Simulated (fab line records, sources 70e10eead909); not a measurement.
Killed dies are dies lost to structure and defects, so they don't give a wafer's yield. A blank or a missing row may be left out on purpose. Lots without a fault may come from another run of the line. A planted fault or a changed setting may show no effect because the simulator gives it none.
Chamber matching | flow nand_harc | NHARC_A_STAIRCASE_DESCUM_291 on rie_diel-03: 4 sister chambers
The step chemistry O2, time 3 s. 14 wafers are shown with their chamber, then 7 later ones without.

WAFERS WITH THEIR CHAMBER
wafer  | chamber | showerhead_plenum_p_Torr (Torr) | drypump_motor_current_A (A) | oes_product_au (a.u.)
L076.1 | 0       | 1.84                            | 5.9                         | 1.013
L076.4 | 2       | 1.95                            | 5.9                         | 0.986
L076.5 | 1       | 1.82                            | 5.1                         | 1.000
L077.3 | 3       | 1.80                            | 5.9                         | 0.989
L077.5 | 2       | 1.95                            | 5.8                         | 0.997
L077.6 | 1       | 1.82                            | 5.1                         | 0.999
L079.1 | 0       | 1.84                            | 5.9                         | 1.006
L079.5 | 3       | 1.80                            | 5.9                         | 0.985
L079.6 | 2       | 1.95                            | 5.8                         | 0.986
L081.1 | 0       | 1.84                            | 5.9                         | 1.006
L081.4 | 3       | 1.80                            | 5.9                         | 0.983
L081.6 | 3       | 1.80                            | 5.9                         | 0.991
L080.2 | 2       | 1.95                            | 5.8                         | 0.989
L080.3 | 0       | 1.83                            | 5.9                         | 0.997

SIGNATURES (means of the wafers above)
reading                  | chamber 0 | chamber 1 | chamber 2 | chamber 3 | scatter within a chamber
showerhead_plenum_p_Torr | 1.8375    | 1.8200    | 1.9500    | 1.8000    | 0.00274
drypump_motor_current_A  | 5.900     | 5.100     | 5.825     | 5.900     | 0.0274
oes_product_au           | 1.00550   | 0.99950   | 0.98950   | 0.98700   | 0.005
Rule: a wafer's distance from a chamber is the root of the sum, over the readings, of the square of ((its reading less the chamber's mean) divided by the reading's scatter). The wafer belongs to the nearest chamber; if the next one is less than 2 further off, it can't be placed. The scatter: the root of (the sum of the squares of (reading less its chamber's mean) over the shown wafers, divided by (wafers less chambers)).

WAFERS WITHOUT THEIR CHAMBER
wafer  | showerhead_plenum_p_Torr (Torr) | drypump_motor_current_A (A) | oes_product_au (a.u.)
L080.6 | 1.82                            | 5.1                         | 1.000
L088.1 | 1.83                            | 5.9                         | 0.987
L088.2 | 1.94                            | 5.9                         | 0.988
L088.4 | 1.81                            | 5.1                         | 0.989
L092.1 | 1.94                            | 5.9                         | 0.995
L092.4 | 1.81                            | 5.1                         | 1.007
L092.5 | 1.94                            | 5.9                         | 0.996

WHICH CHAMBER EACH WENT THROUGH
wafer  | from the rows above | in truth
L080.6 | 1                   | 1
L088.1 | 0                   | 0
L088.2 | 2                   | 2
L088.4 | 1                   | 1
L092.1 | 2                   | 2
L092.4 | 1                   | 1
L092.5 | 2                   | 2
Placed correctly: 7 of 7. Can't be placed from these rows: 0. Placed wrongly: 0.
